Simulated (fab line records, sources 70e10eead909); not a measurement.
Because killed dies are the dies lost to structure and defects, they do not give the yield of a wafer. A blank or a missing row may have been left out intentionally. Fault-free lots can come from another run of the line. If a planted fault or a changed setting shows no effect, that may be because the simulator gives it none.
Struck lot and sound lot, side by side	flow nand harc	13 steps out of a route of 1159
Sound: the wafers L234.1, L234.2, L234.5. Struck: wafers L224.1, L224.2, L224.6. Last of all comes the cause.
At each step with rows: each side's tool, then ch and its chambers, then its first start. Under that, the readings that differ: sound wafers	struck wafers	difference of the means	sigmas: that difference in standard deviations of wafers without a fault.
alike: words and numbers the same on both sides, and readings whose means are apart by under 2 such deviations; not compared: readings that were withheld, readings missing a value for some wafer, numbers with overlapping values and no deviation given by the record, and bounds like >300 which may hide the same value.
Wherever a step has rows on one side only, a row that says differs or no value, or a row with sigmas, the two part there. Numbers that have no deviation but don't overlap get no sigmas and don't part them. A reading missing from all wafers of one side parts the sides only when that side holds two or more wafers.

first, 1 step without rows for these wafers: NHARC_A_ONON_D1_DEP_19 (target thk 1000 nm).
NHARC_A_ONON_D1_THK_MEAS_21: measures by ellipsometry.
  sound on film metro-02, day 12 02:30; struck on film metro-02, day 9 07:52
  alike: thk nm
then, no rows for these wafers at 1 step: NHARC_A_ONON_D1_DEP_22 (target thk 1000 nm).
NHARC_A_ONON_D1_THK_MEAS_24: measures by ellipsometry.
  sound on film metro-02, day 12 03:04; struck on film metro-01, day 9 08:34
  alike: thk nm
then, no rows for these wafers at 1 step: NHARC_A_ONON_D1_DEP_25 (target thk 1000 nm).
NHARC_A_ONON_D1_THK_MEAS_27: measures by ellipsometry.
  sound on film metro-02, day 12 03:39; struck on film metro-01, day 9 09:16
  alike: thk nm
then, no rows for these wafers at 1 step: NHARC_A_ONON_D1_DEP_28 (target thk 1000 nm).
NHARC_A_ONON_D1_THK_MEAS_30: measures by ellipsometry.
  sound on film metro-02, day 12 04:16; struck on film metro-01, day 9 09:50
  alike: thk nm
NHARC_A_ONON_D1_DEP_33: deposits SiO2, target thk 200 nm.
  sound on pecvd-04 ch 1,2, day 12 04:21; struck on pecvd-03 ch 0,1, day 9 10:20
  alike: heater power w, susceptor temp C, throttle valve pct
NHARC_A_ONON_D1_THK_MEAS_34: measures by ellipsometry.
  sound on film metro-01, day 12 04:46; struck on film metro-02, day 9 10:45
  alike: thk nm
NHARC_A_ONON_D1_INSPECT_32:
  sound on defect inspect-01, day 12 04:49; struck on defect inspect-02, day 9 10:49
  alike: raw defect count
NHARC_A_CHANNEL_HOLE_D1_DEP_00: deposits aC, target thk 3100 nm.
  sound on acl dep-03 ch 0, day 12 04:53; struck on acl dep-01 ch 0, day 9 14:07
  alike: throttle valve pct
  not compared: susceptor temp C
NHARC_A_CHANNEL_HOLE_D1_DEP_01: deposits SiON, target thk 140 nm.
  sound on pecvd-03 ch 0,1, day 12 06:49; struck on pecvd-03 ch 0,2, day 9 16:04
  alike: heater power w, susceptor temp C

## WHERE THEY PART
Nowhere in this record.

WHY: whatever the simulator had introduced
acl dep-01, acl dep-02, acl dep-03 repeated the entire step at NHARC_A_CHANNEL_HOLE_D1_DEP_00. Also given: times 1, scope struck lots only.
